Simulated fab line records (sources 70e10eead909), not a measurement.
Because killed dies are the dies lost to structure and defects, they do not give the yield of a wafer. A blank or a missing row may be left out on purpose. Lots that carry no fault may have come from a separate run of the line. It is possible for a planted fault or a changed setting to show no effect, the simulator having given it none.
fab line records ; flow nandHarc
[record] lots = 11; wafers = 33; lastDay = 26
route steps=1159 shown P_M0@277 P_M1@299 END@1159
lots with no fault: from the same line, run without faults
startH: hours from the record's first day to the start of the lot's first wafer shown ; waitH: hours elapsed since this lot's preceding step ; " as in the row above ; L1.1+2: several wafers, shown together as one row ; - value missing, or start not given ; * or withheld: withheld ; < > ~ a bound
route shown NAME@n: names a module that has steps shown in the file, with the first one's number in the route ; usual: the fault-free wafers' mean and standard deviation ; same: alike in all rows ; chamber/n: place in a boat ; sites: readings site by site ; _std_site: the standard deviation of these ; _edge_site: inner sites' mean taken away from outer sites' mean ; radiusMm: for every site, how far away it sits from the centre of the wafer ; mask NAME#n: copy n ; behind: the most recent tool/chamber to have shaped the wafer ; hold: why the lot went on hold/how many hours it stayed there/how the hold came to an end ; device: the n, p or np transistor that did not switch ; end of line: the route-end tests of the same wafers ; a step without rows: its recipe alone ; killed: dies that structure and defects cost at the first sort, which is not the same as the wafer's yield ; map: a wafer's dies, marking killed ones x, the rest . and places with no die _
set.NAME: setting as actually run; set.NAME@STEP: the setting as run at that earlier step ; model.NAME: the simulator's own value behind a step, which no gauge read
the route's steps for a sample of lots (tables are steps, rows are wafers)
services: when a tool's chamber went out of use (startH, in hours from the record's first day, below 0 if earlier), for how many hours, and the reason
[[steps]]
[step NHARC_P_M0_ANNEAL_30]
[recipe] tempC = 225; timeS = 90
[usual] annealTempC = 224.99/0.16; wafer_temp_C_max = 226.0/0.38
lot.wafer;tool;chamber;startH;waitH;annealTempC;wafer_temp_C_max
L384.3;rtpAnneal-02;0;127.00;-;224.97;225.4
L384.4;rtpAnneal-02;0;127.00;-;224.92;225.6
L384.5;rtpAnneal-02;0;127.00;-;224.83;225.6
L388.2;rtpAnneal-02;0;149.99;-;224.69;225.7
L388.3;rtpAnneal-02;0;149.99;-;224.82;225.4
L388.4;rtpAnneal-02;0;149.99;-;224.83;225.8
L391.3;rtpAnneal-01;0;162.75;0.3;224.85;226.2
L391.5;rtpAnneal-01;0;162.75;0.3;224.86;226.2
L391.6;rtpAnneal-01;0;162.75;0.3;224.81;225.6
L390.4;rtpAnneal-01;0;170.35;-;225.20;226.1
L390.5;rtpAnneal-01;0;170.35;-;224.96;226.3
L390.6;rtpAnneal-01;0;170.35;-;225.23;226.5
L393.1;rtpAnneal-02;0;180.62;-;224.92;226.0
L393.3;rtpAnneal-02;0;180.62;-;225.10;225.8
L393.6;rtpAnneal-02;0;180.62;-;225.01;225.7
L394.3;rtpAnneal-02;0;193.27;-;224.77;225.4
L394.4;rtpAnneal-02;0;193.27;-;225.04;226.0
L394.6;rtpAnneal-02;0;193.27;-;224.85;225.8
L397.1;rtpAnneal-01;0;208.42;0.3;225.19;226.3
L397.2;rtpAnneal-01;0;208.42;0.3;224.68;225.9
L397.6;rtpAnneal-01;0;208.42;0.3;224.82;225.8
L398.1;rtpAnneal-02;0;209.41;-;225.05;225.9
L398.2;rtpAnneal-02;0;209.41;-;225.07;225.6
L398.5;rtpAnneal-02;0;209.41;-;224.96;225.5
L399.1;rtpAnneal-01;0;218.21;-;224.78;226.3
L399.3;rtpAnneal-01;0;218.21;-;225.15;225.9
L399.6;rtpAnneal-01;0;218.21;-;224.96;226.1
L400.3;rtpAnneal-02;0;223.95;0.3;224.96;225.8
L400.4;rtpAnneal-02;0;223.95;0.3;224.84;225.6
L400.5;rtpAnneal-02;0;223.95;0.3;224.96;225.6
L404.1;rtpAnneal-01;0;243.38;-;225.13;226.5
L404.2;rtpAnneal-01;0;243.38;-;225.01;226.0
L404.4;rtpAnneal-01;0;243.38;-;224.75;225.9
[step NHARC_P_M1_ETCH_35]
[recipe] targetDepthA = 400; overetchA = 120; timeS = 43.94; ionEnergyEv = 200; n2FlowSccm = 150; h2FlowSccm = 150; arFlowSccm = 0; rfW = 400; biasW = 150; chemistry = N2/H2
[usual] biasW = 150.0/0.41; chamberPressureMTorr = 29.997/0.028; drypumpMotorCurrentA = 5.8/0.44; oesProductAu = 0.996/0.013; rfVppV = 431.1/2.5; showerheadPlenumPTorr = 2.06/0.086; throttleValvePct = 14.170/0.0087
lot.wafer;tool;chamber;startH;waitH;biasW;chamberPressureMTorr;drypumpMotorCurrentA;oesProductAu;rfHoursCounterH;rfVppV;showerheadPlenumPTorr;throttleValvePct
L384.4;rieDiel-05;0;129.56;0.1;150.2;30.001;5.6;0.995;12;426.9;1.93;14.173
L384.3;rieDiel-05;1;129.56;0.1;149.3;30.010;6.3;0.982;9;433.4;2.16;14.173
L384.5;rieDiel-05;0;129.56;0.1;150.1;30.027;5.6;1.002;-;426.1;1.93;14.173
L388.3;rieDiel-05;3;152.53;0.1;149.6;29.960;5.0;1.004;10;432.4;2.13;14.176
L388.2;rieDiel-05;0;152.53;0.1;149.4;29.996;5.6;1.009;13;427.2;1.93;14.169
L388.4;rieDiel-05;1;152.53;0.1;149.6;29.978;6.3;0.998;11;432.6;2.16;14.165
L391.3;rieDiel-02;2;165.02;0.1;149.7;29.995;5.4;0.985;0;430.0;2.01;14.175
L391.6;rieDiel-02;2;165.02;0.1;149.8;29.960;5.4;0.983;-;430.9;2.01;14.172
L391.5;rieDiel-02;3;165.02;0.1;150.0;30.026;6.1;0.993;-;428.7;1.92;14.168
L390.4;rieDiel-09;2;172.69;0.1;150.1;29.986;6.2;0.991;6;432.9;2.16;14.161
L390.6;rieDiel-09;0;172.69;0.1;149.5;29.995;5.3;0.981;-;433.0;2.13;14.181
L390.5;rieDiel-09;1;172.69;0.1;151.1;30.012;6.6;0.988;-;434.0;2.12;14.161
L393.3;rieDiel-02;0;183.25;0.2;149.6;29.997;5.7;1.002;1;431.6;2.08;14.163
L393.1;rieDiel-02;1;183.25;0.2;149.6;30.004;6.2;0.999;1;427.6;2.00;14.177
L393.6;rieDiel-02;0;183.25;0.2;150.1;29.969;5.6;0.989;-;431.0;2.08;14.172
L394.4;rieDiel-02;2;195.52;0.1;150.3;29.956;5.4;0.992;1;428.3;2.01;14.166
L394.3;rieDiel-02;3;195.52;0.1;149.2;29.968;6.1;0.988;1;427.7;1.92;14.177
L394.6;rieDiel-02;0;195.52;0.1;149.7;29.997;5.7;1.006;-;431.5;2.08;14.179
L397.1;rieDiel-02;2;210.79;0.1;150.7;30.039;5.4;0.988;1;428.6;2.01;14.155
L397.2;rieDiel-02;3;210.79;0.1;150.1;29.950;6.1;0.978;1;427.9;1.92;14.166
L397.6;rieDiel-02;0;210.79;0.1;150.2;30.036;5.7;1.001;-;431.3;2.08;14.161
L398.1;rieDiel-09;0;211.82;0.1;-;-;-;-;-;-;-;-
L398.2;rieDiel-09;1;211.82;0.1;-;-;-;-;-;-;-;-
L398.5;rieDiel-09;1;211.82;0.1;-;-;-;-;-;-;-;-
L399.1;rieDiel-02;3;220.67;0.1;-;-;-;-;-;-;-;-
L399.3;rieDiel-02;1;220.67;0.1;-;-;-;-;-;-;-;-
L399.6;rieDiel-02;0;220.67;0.1;-;-;-;-;-;-;-;-
L400.4;rieDiel-05;1;226.20;0.1;149.6;30.040;6.3;1.014;2;435.1;2.16;14.167
L400.3;rieDiel-05;2;226.20;0.1;150.2;29.970;6.3;1.000;2;432.3;2.12;14.153
L400.5;rieDiel-05;1;226.20;0.1;149.9;29.962;6.3;1.006;-;434.5;2.16;14.183
L404.4;rieDiel-02;0;245.93;0.1;149.8;30.024;5.6;1.008;2;432.7;2.08;14.188
L404.2;rieDiel-02;1;245.93;0.1;149.8;29.998;6.2;1.011;2;429.5;2.00;14.171
L404.1;rieDiel-02;3;245.93;0.1;150.2;30.028;6.1;0.981;3;426.9;1.92;14.169
[step NHARC_P_M1_DEGAS_29]
[recipe] tempC = 250; timeS = 60
[usual] heaterPowerW = 329/30; susceptorTempC = 249.98/0.18
lot.wafer;tool;chamber;startH;waitH;heaterPowerW;susceptorTempC
L384.4;pvdSputter-01;-;130.49;-;353;-
L384.3;pvdSputter-01;-;130.49;-;304;-
L384.5;pvdSputter-01;-;130.49;-;347;-
L388.4;pvdSputter-03;-;153.47;-;376;249.84
L388.2;pvdSputter-03;-;153.47;-;338;250.01
L388.3;pvdSputter-03;-;153.47;-;338;250.08
L391.3;pvdSputter-03;-;165.97;-;335;250.01
L391.5;pvdSputter-03;-;165.97;-;334;249.88
L391.6;pvdSputter-03;-;165.97;-;339;249.83
L390.4;pvdSputter-03;-;173.63;-;307;250.17
L390.5;pvdSputter-03;-;173.63;-;346;250.20
L390.6;pvdSputter-03;-;173.63;-;339;250.18
L393.1;pvdSputter-02;-;184.64;-;338;-
L393.3;pvdSputter-02;-;184.64;-;346;-
L393.6;pvdSputter-02;-;184.64;-;272;-
L394.4;pvdSputter-03;-;196.47;-;334;249.76
L394.3;pvdSputter-03;-;196.47;-;296;249.95
L394.6;pvdSputter-03;-;196.47;-;334;249.96
L397.1;pvdSputter-01;-;211.72;-;302;-
L397.2;pvdSputter-01;-;211.72;-;356;-
L397.6;pvdSputter-01;-;211.72;-;299;-
L398.1;pvdSputter-02;-;212.84;-;354;249.89
L398.2;pvdSputter-02;-;212.84;-;341;250.27
L398.5;pvdSputter-02;-;212.84;-;259;250.02
L399.3;pvdSputter-01;-;221.67;-;348;250.00
L399.1;pvdSputter-01;-;221.67;-;308;249.63
L399.6;pvdSputter-01;-;221.67;-;355;250.02
L400.3;pvdSputter-03;-;227.16;-;382;249.87
L400.4;pvdSputter-03;-;227.16;-;336;250.37
L400.5;pvdSputter-03;-;227.16;-;378;249.94
L404.2;pvdSputter-01;-;246.93;-;304;250.25
L404.1;pvdSputter-01;-;246.93;-;317;250.14
L404.4;pvdSputter-01;-;246.93;-;354;249.94
[step NHARC_P_M1_PRE_CLEAN_30]
[recipe] timeS = 30; tempC = 280; gas = H2/He
[usual] heaterPowerW = 404/36; susceptorTempC = 279.99/0.18
lot.wafer;tool;chamber;startH;waitH;heaterPowerW;susceptorTempC
L384.3;pvdSputter-01;-;-;-;379;280.33
L384.4;pvdSputter-01;-;-;-;435;279.75
L384.5;pvdSputter-01;-;-;-;384;280.14
L388.4;pvdSputter-03;-;-;-;423;280.33
L388.2;pvdSputter-03;-;-;-;413;280.16
L388.3;pvdSputter-03;-;-;-;471;280.21
L391.3;pvdSputter-03;-;-;-;406;280.18
L391.5;pvdSputter-03;-;-;-;402;280.18
L391.6;pvdSputter-03;-;-;-;409;279.81
L390.4;pvdSputter-03;-;-;-;411;279.98
L390.5;pvdSputter-03;-;-;-;415;280.19
L390.6;pvdSputter-03;-;-;-;362;280.23
L393.3;pvdSputter-02;-;-;-;429;280.05
L393.1;pvdSputter-02;-;-;-;331;279.60
L393.6;pvdSputter-02;-;-;-;433;280.01
L394.4;pvdSputter-03;-;-;-;409;280.16
L394.3;pvdSputter-03;-;-;-;373;280.01
L394.6;pvdSputter-03;-;-;-;411;280.09
L397.2;pvdSputter-01;-;-;-;424;279.86
L397.1;pvdSputter-01;-;-;-;368;279.78
L397.6;pvdSputter-01;-;-;-;422;279.95
L398.2;pvdSputter-02;-;-;-;412;279.84
L398.1;pvdSputter-02;-;-;-;378;279.99
L398.5;pvdSputter-02;-;-;-;372;280.18
L399.3;pvdSputter-01;-;-;-;425;-
L399.1;pvdSputter-01;-;-;-;367;-
L399.6;pvdSputter-01;-;-;-;423;-
L400.4;pvdSputter-03;-;-;-;415;279.99
L400.3;pvdSputter-03;-;-;-;421;279.92
L400.5;pvdSputter-03;-;-;-;413;279.57
L404.2;pvdSputter-01;-;-;-;441;280.08
L404.4;pvdSputter-01;-;-;-;365;279.85
L404.1;pvdSputter-01;-;-;-;385;279.98
[step NHARC_END_SORT_01]
[recipe] tempC = 25
[usual] defectLimitedYield = 95.4/1.7; killedAtArray = 27/12; killedAtOther = 0.9/1.1; killedAtPeriphery = 3.2/2.4; killedDies = 31/12; killedOpen = 3.3/1.7; killedShort = 2.0/1.6; sort_bin_2_pct = 1.5/0.74; sort_bin_3_pct = 0.25/0.22; sort_bin_4_pct = 2.9/1.1; sortNPass = 646/12; sortRimYieldPct = 97.2/1.8; sortYieldPct = 95.4/1.7
[same] grossDies = 677; sort_bin_5_pct[%] = 0; sort_bin_6_pct[%] = 0; sort_bin_7_pct[%] = 0; sort_bin_8_pct[%] = 0; sortRimNGross = 106.00
lot.wafer;tool;chamber;startH;waitH;defectLimitedYield[%];killedAtArray;killedAtOther;killedAtPeriphery;killedDies;killedOpen;killedShort;sort_bin_2_pct[%];sort_bin_3_pct[%];sort_bin_4_pct[%];sortNPass;sortRimYieldPct[%];sortYieldPct[%]
L388.2;prober-02;0;556.53;2.8;98.5;9;0;1;10;4;2;0.6;0;0.9;667;98.1;98.5
L388.3;prober-02;0;557.32;3.1;98.2;10;0;2;12;0;1;0.6;0;1.2;665;100.0;98.2
L388.4;prober-02;0;558.12;3.4;97.6;15;0;1;16;5;3;0.4;0;1.9;661;96.2;97.6
L391.3;prober-01;0;557.42;3.1;96.5;20;0;4;24;4;1;0.9;0;2.7;653;98.1;96.5
L391.5;prober-01;0;559.03;3.7;96.3;20;1;4;25;4;1;1.6;0.15;1.9;652;97.2;96.3
L391.6;prober-01;0;559.83;4.0;96.2;21;0;5;26;3;1;1.2;0;2.7;651;98.1;96.2
L390.4;prober-01;0;566.06;3.4;95.9;24;1;3;28;1;1;1.2;0.15;2.8;649;97.2;95.9
L390.5;prober-01;0;566.85;3.7;94.5;30;0;7;37;4;0;1.8;0.15;3.5;640;94.3;94.5
L390.6;prober-01;0;567.64;4.0;94.4;37;0;1;38;7;0;1.5;0.15;4.0;639;97.2;94.4
L397.1;prober-01;0;586.91;2.5;96.0;20;3;4;27;2;1;1.2;0;2.8;650;98.1;96.0
L397.2;prober-01;0;587.71;2.8;95.3;30;2;0;32;2;2;2.1;0.30;2.4;645;100.0;95.3
L397.6;prober-01;0;590.90;4.0;94.2;37;0;2;39;0;1;2.7;0.44;2.7;638;98.1;94.2
L398.1;prober-02;0;594.70;2.5;0;27;0;650;677;2;1;96.5;0.44;3.1;0;0;0
L398.2;prober-02;0;595.50;2.8;0;34;1;642;677;4;3;96.9;0.44;2.7;0;0;0
L398.5;prober-02;0;597.90;3.7;0;33;0;644;677;2;1;96.5;0.44;3.1;0;0;0
L399.1;prober-02;0;602.48;2.5;0;29;3;645;677;4;2;96.0;0.59;3.4;0;0;0
L399.3;prober-02;0;604.07;3.1;0;33;1;643;677;4;0;95.7;0;4.3;0;0;0
L399.6;prober-02;0;606.46;4.0;0;26;1;650;677;3;2;97.0;0.15;2.8;0;0;0
L404.1;prober-02;0;610.27;2.5;94.1;36;0;4;40;1;2;2.4;0.44;3.1;637;96.2;94.1
L404.2;prober-02;0;611.08;2.8;94.7;34;0;2;36;1;4;1.6;0.44;3.2;641;94.3;94.7
L404.4;prober-02;0;612.70;3.4;94.8;32;0;3;35;0;1;2.2;0;3.0;642;98.1;94.8
// killed by level:class
L388.2 A_WL_FILL:geometricParticle:open=2 A_STAIRCASE:chamberFilmFlake=2 A_SGD_CUT:geometricParticle:short=1 A_WL_FILL:geometricParticle:short=1 A_CONTACT:geometricParticle:open=1 A_BLC:geometricParticle:open=1 P_GATE:chamberFilmFlake=1 A_CHANNEL_HOLE_D1:chamberFilmFlake=1
L388.3 A_CONTACT:chamberFilmFlake=3 A_ZERO_WELL:chamberFilmFlake=2 A_CHANNEL_HOLE_D1:chamberFilmFlake=2 A_ONON_D1:geometricParticle:short=1 P_STI:chamberFilmFlake=1 P_GATE:chamberFilmFlake=1 A_CHANNEL_FILL_D1:chamberFilmFlake=1 A_SLIT:chamberFilmFlake=1
L391.3 A_CHANNEL_HOLE_D1:chamberFilmFlake=12 P_CONTACT:chamberFilmFlake=2 A_STAIRCASE:chamberFilmFlake=2 P_CONTACT:geometricParticle:open=1 A_SOURCE_PLATE:geometricParticle:open=1 A_CHANNEL_HOLE_D1:geometricParticle:short=1 A_CHANNEL_HOLE_D1:geometricParticle:open=1 A_WL_FILL:geometricParticle:open=1
L388.4 A_CHANNEL_HOLE_D1:chamberFilmFlake=4 P_GATE:geometricParticle:open=1 A_ONON_D1:geometricParticle:open=1 A_CHANNEL_HOLE_D1:geometricParticle:open=1 A_CHANNEL_FILL_D1:geometricParticle:short=1 A_STAIRCASE:geometricParticle:short=1 A_WL_FILL:geometricParticle:open=1 A_WL_FILL:geometricParticle:short=1
L391.5 A_CHANNEL_HOLE_D1:chamberFilmFlake=13 A_WL_FILL:chamberFilmFlake=3 P_M1:chamberFilmFlake=2 P_CONTACT:geometricParticle:open=1 A_SOURCE_PLATE:geometricParticle:open=1 A_SGD_CUT:geometricParticle:open=1 A_WL_FILL:geometricParticle:short=1 P_CONTACT:chamberFilmFlake=1
L391.6 A_CHANNEL_HOLE_D1:chamberFilmFlake=14 P_M1:chamberFilmFlake=4 P_CONTACT:geometricParticle:open=1 A_CONTACT:geometricParticle:open=1 A_M0:geometricParticle:short=1 A_M1:geometricParticle:open=1 A_STAIRCASE:chamberFilmFlake=1 A_SGD_CUT:chamberFilmFlake=1
L390.4 A_SLIT:chamberFilmFlake=13 A_CHANNEL_HOLE_D1:chamberFilmFlake=4 P_M1:chamberFilmFlake=2 A_CONTACT:chamberFilmFlake=2 A_CONTACT:geometricParticle:open=1 A_CONTACT:geometricParticle:short=1 P_CONTACT:chamberFilmFlake=1 A_STAIRCASE:chamberFilmFlake=1
L390.5 A_SLIT:chamberFilmFlake=15 A_CONTACT:chamberFilmFlake=6 P_M1:chamberFilmFlake=4 P_M1:geometricParticle:open=2 A_STAIRCASE:chamberFilmFlake=2 A_WL_FILL:chamberFilmFlake=2 A_BONDPAD:chamberFilmFlake=2 A_WL_FILL:geometricParticle:open=1
L390.6 A_SLIT:chamberFilmFlake=14 A_CONTACT:geometricParticle:open=5 A_CHANNEL_HOLE_D1:chamberFilmFlake=4 A_STAIRCASE:chamberFilmFlake=4 A_CONTACT:chamberFilmFlake=4 A_ZERO_WELL:chamberFilmFlake=2 A_ONON_D1:geometricParticle:open=1 A_M1:geometricParticle:open=1
L397.1 A_SLIT:chamberFilmFlake=9 A_CHANNEL_HOLE_D1:chamberFilmFlake=6 P_GATE:chamberFilmFlake=2 A_CONTACT:chamberFilmFlake=2 THIN_TSV:chamberFilmFlake=2 P_GATE:geometricParticle:open=1 A_WL_FILL:geometricParticle:open=1 STARTING-WAFER:geometricParticle:short=1
L397.2 A_SLIT:chamberFilmFlake=13 A_CHANNEL_HOLE_D1:chamberFilmFlake=9 A_CONTACT:chamberFilmFlake=2 THIN_TSV:chamberFilmFlake=2 A_ONON_D1:geometricParticle:open=1 A_CHANNEL_HOLE_D1:geometricParticle:short=1 A_SGD_CUT:geometricParticle:short=1 A_CONTACT:geometricParticle:open=1
L397.6 A_SLIT:chamberFilmFlake=18 A_CHANNEL_HOLE_D1:chamberFilmFlake=12 A_CONTACT:chamberFilmFlake=3 A_M0:chamberFilmFlake=2 P_M1:geometricParticle:short=1 P_GATE:chamberFilmFlake=1 A_STAIRCASE:chamberFilmFlake=1 A_BLC:chamberFilmFlake=1
L398.1 P_M1:areaEtch=648 A_CHANNEL_HOLE_D1:chamberFilmFlake=18 A_STAIRCASE:chamberFilmFlake=3 A_CONTACT:chamberFilmFlake=2 A_ONON_D1:geometricParticle:open=1 A_CHANNEL_FILL_D1:geometricParticle:short=1 A_CHANNEL_FILL_D1:geometricParticle:open=1 P_STI:chamberFilmFlake=1
L398.2 P_M1:areaEtch=640 A_CHANNEL_HOLE_D1:chamberFilmFlake=23 A_CONTACT:geometricParticle:short=2 A_STAIRCASE:chamberFilmFlake=2 A_ONON_D1:geometricParticle:open=1 A_STAIRCASE:geometricParticle:open=1 A_WL_FILL:geometricParticle:short=1 A_CONTACT:geometricParticle:open=1
L398.5 P_M1:areaEtch=642 A_CHANNEL_HOLE_D1:chamberFilmFlake=21 A_CONTACT:chamberFilmFlake=5 A_STAIRCASE:chamberFilmFlake=3 P_GATE:geometricParticle:open=1 A_ONON_D1:geometricParticle:open=1 A_WL_FILL:geometricParticle:short=1 P_GATE:chamberFilmFlake=1
L399.1 P_M1:areaEtch=642 A_SLIT:chamberFilmFlake=11 A_CHANNEL_HOLE_D1:chamberFilmFlake=6 A_CONTACT:chamberFilmFlake=4 A_CONTACT:geometricParticle:open=2 A_STAIRCASE:chamberFilmFlake=2 THIN_TSV:chamberFilmFlake=2 P_GATE:geometricParticle:open=1
L399.3 P_M1:areaEtch=641 A_SLIT:chamberFilmFlake=17 A_CHANNEL_HOLE_D1:chamberFilmFlake=10 A_CONTACT:chamberFilmFlake=2 P_CONTACT:geometricParticle:open=1 P_M0:geometricParticle:open=1 A_CHANNEL_FILL_D1:geometricParticle:open=1 A_CONTACT:geometricParticle:open=1
L399.6 P_M1:areaEtch=647 A_SLIT:chamberFilmFlake=10 A_CHANNEL_HOLE_D1:chamberFilmFlake=6 A_CONTACT:chamberFilmFlake=5 P_M0:geometricParticle:open=1 P_BONDPAD:geometricParticle:open=1 A_ONON_D1:geometricParticle:short=1 A_CONTACT:geometricParticle:open=1
L404.1 A_CHANNEL_HOLE_D1:chamberFilmFlake=24 A_CONTACT:chamberFilmFlake=7 A_STAIRCASE:chamberFilmFlake=3 P_ZERO_WELL:chamberFilmFlake=2 P_M0:geometricParticle:open=1 P_M0:geometricParticle:short=1 A_M0:geometricParticle:short=1 A_CHANNEL_FILL_D1:chamberFilmFlake=1
L404.2 A_CHANNEL_HOLE_D1:chamberFilmFlake=20 A_CONTACT:chamberFilmFlake=5 A_M0:geometricParticle:short=2 A_STAIRCASE:chamberFilmFlake=2 P_GATE:geometricParticle:open=1 A_ONON_D1:geometricParticle:short=1 A_WL_FILL:geometricParticle:short=1 P_GATE:chamberFilmFlake=1
L404.4 A_CHANNEL_HOLE_D1:chamberFilmFlake=19 A_CONTACT:chamberFilmFlake=8 A_STAIRCASE:chamberFilmFlake=3 P_ZERO_WELL:chamberFilmFlake=2 A_ONON_D1:geometricParticle:short=1 P_GATE:chamberFilmFlake=1 A_CHANNEL_FILL_D1:chamberFilmFlake=1
[[services]]
tool;chamber;startH;hours;kind
rieDiel-02;0;105.20;-;clean
rieDiel-02;1;105.20;-;clean
rieDiel-02;2;105.20;-;clean
rieDiel-02;3;105.20;-;clean
rieDiel-05;1;122.49;1.3;repair
rieDiel-02;0;129.70;-;clean
rieDiel-02;1;129.70;-;clean
rieDiel-02;2;129.70;-;clean
rieDiel-02;3;129.70;-;clean
rtpAnneal-02;-;142.14;0.7;repair
rieDiel-02;-;150.70;9.0;pm
rieDiel-02;0;150.70;9.0;ventCycle
rieDiel-02;1;150.70;9.0;ventCycle
rieDiel-02;2;150.70;9.0;ventCycle
rieDiel-02;3;150.70;9.0;ventCycle
pvdSputter-01;-;158.02;10.0;pm
rieDiel-02;0;159.70;-;clean
rieDiel-05;-;163.60;9.0;pm
pvdSputter-02;-;171.65;6.4;repair
rieDiel-05;3;180.60;3.5;repair
rieDiel-09;2;203.33;9.9;repair
rieDiel-09;3;205.37;12.2;repair
pvdSputter-02;-;214.00;10.0;pm
rieDiel-05;0;246.01;4.7;repair
[[key]]
[firstSign] step = NHARC_P_M1_ETCH_35; reading = toolRecord; direction = missing
[effect] step = NHARC_END_SORT_01; reading = killedAtPeriphery; direction = up; sigmas = 99+; usual = 3.2; struck = 645.7
[moreKillsBornAt] NHARC_P_M1_ETCH_35@rieDiel-09 = 1930; NHARC_P_M1_ETCH_35@rieDiel-02 = 1930
metAt NHARC_P_M1_ETCH_35
struckLots L398,L399
laterRowsLeftOut L398.1,L398.2,L398.5,L399.1,L399.3,L399.6
notActingAt NHARC_P_M0_ANNEAL_30,NHARC_P_M1_DEGAS_29,NHARC_P_M1_PRE_CLEAN_30
onsetBetween 210.79 211.82
[fault] kind = skippedStepWhole; tool = rieDiel-02,rieDiel-09; chamber = -; onsetH = 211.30; steps = NHARC_P_M1_ETCH_35; scope = struckLotsOnly
// laterRowsLeftOut: the simulator's readings of these wafers behind a module that went badly wrong aren't trusted and aren't shown, but for the sort
